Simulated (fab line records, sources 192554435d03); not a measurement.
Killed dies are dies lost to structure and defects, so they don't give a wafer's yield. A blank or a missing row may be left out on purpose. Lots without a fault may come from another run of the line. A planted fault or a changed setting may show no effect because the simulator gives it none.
A struck lot beside a sound one | flow n5_finfet | 37 steps out of a route of 1938
Sound: wafers L760.1, L760.2, L760.6. Struck: wafers L759.3, L759.5. The cause comes at the end.
At each step with rows: each side's tool, then ch and its chambers, then its first start. Under that, the readings that differ: sound wafers | struck wafers | difference of the means | sigmas: that difference in standard deviations of wafers without a fault.
alike: readings whose means differ by less than 2 such deviations, and words and numbers that are the same on both sides. not compared: withheld readings, readings that some wafer has no value for, bounds like >300 that may hide the same value, and numbers for which the record gives no deviation and whose values overlap.
The two part at a step that has a row with sigmas, a row that says differs or no value, or rows on one side only. Numbers that don't overlap but have no deviation are shown without sigmas and don't part them. A reading that every wafer of one side lacks parts them only if that side has two wafers or more.

first, 9 steps without rows for these wafers: N5_BEOL_M10_PEB_26 (peb time 60 s); N5_BEOL_M10_DEVELOP_27 (develop time 30 s); N5_BEOL_M10_DESCUM_33 (chemistry O2, time 7.9 s); N5_BEOL_M10_ETCH_65 (etches SiARC in CF4, target depth 39 nm, time 65 s); N5_BEOL_M10_ETCH_66 (etches SOC in N2/H2, target depth 120 nm, overetch 24 nm, time 180 s); N5_BEOL_M10_STRIP_69 (strips in N2/H2); N5_BEOL_M10_VIA_ETCH_34 (etches SiCOH lowk in C4F6/O2, target depth 184.5 nm, time 69.2 s); N5_BEOL_M10_STRIP_73 (strips in C4F6/O2); N5_BEOL_M10_STRIP_36 (strips in N2/H2).
N5_BEOL_M10_TRENCH_ETCH_37: etches SiCOH lowk in C4F6/O2, target depth 148.83 nm, time 48 s.
  sound on rie_diel-01 ch 0,3, day 13 21:14; struck on rie_diel-03 ch 3, day 13 21:02
  reading                                     | sound             | struck      | difference | sigmas
  oes_product_au (a.u.)                       | 0.80 0.82 0.79    | 1.18 1.17   | +0.37      | +4
  model.etch.depth_nm (nm)                    | 148.2 147.6 147.5 | 217.9 217.9 | +70.1      |
  model.BEOL_M10.feature_depth_nm (nm)        | 148.2 147.6 147.4 | 218 217.8   | +70        |
  model.TiN_of_BEOL_M10_HM_DEP_02.thk_nm (nm) | 15.8 15.8 15.6    | 14 14.2     | -2         |
  alike: drypump_motor_current_A, rf_vpp_V, showerhead_plenum_p_Torr, throttle_valve_pct
  not compared: rf_hours_counter_h
then, 2 steps without rows for these wafers: N5_BEOL_M10_ETCH_41 (etches SiCN in CH3F/O2, target depth 42.6 nm, time 86 s); N5_BEOL_M10_STRIP_77 (strips in N2/H2, time 10 s).
N5_BEOL_M10_OCD_MEAS_38:
  sound on ocd-02, day 13 21:25; struck on ocd-01, day 13 21:14
  reading              | sound             | struck      | difference | sigmas
  trench_depth_nm (nm) | 148.4 147.2 147.7 | 217.5 217.7 | +69.8      | +30
then, 13 steps without rows for these wafers: N5_BEOL_M10_HM_STRIP_39 (strips TiN in peroxide tin strip, target depth 25 nm, time 158 s); N5_BEOL_M10_SRD_40 (time 30 s); N5_BEOL_M10_PRECLEAN_42 (cleans in residue remover, time 60 s); N5_BEOL_M10_SRD_43 (time 30 s); N5_BEOL_M10_CURE_72 (cures SiCOH lowk, time 120 s); N5_BEOL_M10_DEGAS_44 (time 60 s); N5_BEOL_M10_PRE_CLEAN_45 (time 30 s); N5_BEOL_M10_ALD_74 (deposits TaN, target thk 2 nm, pulse time 2 s, purge time 3 s); N5_BEOL_M10_SURFACE_TREAT_76; N5_BEOL_M10_CVD_75 (deposits Co from CCTBA/H2, target thk 2 nm, time 138.9 s); N5_BEOL_M10_SPUTTER_48 (material Cu, target thk 12 nm, time 2 s); N5_BEOL_M10_ECD_50 (material Cu, target thk 318 nm); N5_BEOL_M10_ANNEAL_51 (time 90 s).
N5_BEOL_M10_CMP_52: polishes, stops on SiCOH lowk, t overpolish 7 s, target thk 140 nm.
  sound on cmp-01 ch 2,3, day 13 23:49; struck on cmp-04 ch 0,1, day 13 23:31
  reading                                 | sound           | struck      | difference | sigmas
  model.Cu_of_BEOL_M10_ECD_50.thk_nm (nm) | 139 137.8 137.8 | 209.8 209.2 | +71.3      |
  alike: motor_current_A
N5_BEOL_M10_THK_MEAS_53: measures by xrf.
  sound on film_metro-01, day 14 00:07; struck on film_metro-01, day 13 23:44
  reading      | sound             | struck      | difference | sigmas
  M10_THK (nm) | 141.1 140.5 140.0 | 214.9 215.3 | +74.6      | +28
then, 2 steps without rows for these wafers: N5_BEOL_M10_PRE_CLEAN_55 (time 15 s); N5_BEOL_M10_DEP_56 (deposits SiCN from 3MS/NH3, target thk 15 nm, time 26.5 s).
N5_BEOL_M10_RS_MEAS_57: measures by four-point-probe.
  sound on film_metro-01, day 14 00:14; struck on film_metro-02, day 13 23:53
  reading         | sound                | struck        | difference | sigmas
  M10_RS (ohm/sq) | 0.1517 0.1533 0.1536 | 0.0973 0.0975 | -0.0555    | -18
then, 5 steps without rows for these wafers: N5_BEOL_M11_ILD_DEP_00 (deposits SiCOH lowk from DEMS/porogen, target thk 308.51 nm, time 58 s); N5_BEOL_M11_CURE_71 (cures SiCOH lowk, time 240 s); N5_BEOL_M11_PECVD_70 (deposits SiO2 from TEOS/O2, target thk 20 nm, time 22.7 s); N5_BEOL_M11_HM_DEP_02 (deposits TiN, target thk 20 nm); N5_BEOL_M11_COAT_59 (time 60 s, resist thk 100 nm).
N5_BEOL_M15_RC_MEAS_101:
  sound on prober-01 ch 0, day 15 11:00; struck on prober-02 ch 0, day 15 09:47
  reading                    | sound                   | struck          | difference | sigmas
  COMB_M15 (S/m)             | 2.2e-12 2.1e-12 2.8e-12 | 4.8e-12 3.6e-12 | +1.8e-12   | +3
  SERP_M10 (ohm/um)          | 3.08 3.09 3.10          | 1.97 1.98       | -1.11      | -14
  SERP_M10_max_site (ohm/um) | 3.21 3.15 3.23          | 1.99 2.03       | -1.19      | -16
  SERP_M5 (ohm/um)           | 39.1 37.7 36.7          | 40.6 41.4       | +3.2       | +2
  alike: COMB_M11, COMB_M12, COMB_M13, COMB_M14, COMB_M5, COMB_M6, COMB_M6_max_site, COMB_M7, COMB_M8, COMB_M9, SERP_M11, SERP_M12, SERP_M13, SERP_M14, SERP_M6, SERP_M7, SERP_M7_max_site, SERP_M8, SERP_M9

WHERE THEY PART
First at N5_BEOL_M10_TRENCH_ETCH_37; last, within this record, at N5_BEOL_M15_RC_MEAS_101.

WHY: what the simulator had put in
Process parameter drift: rie_diel-03, from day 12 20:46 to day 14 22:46, at N5_BEOL_M10_TRENCH_ETCH_37. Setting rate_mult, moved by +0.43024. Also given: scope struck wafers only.
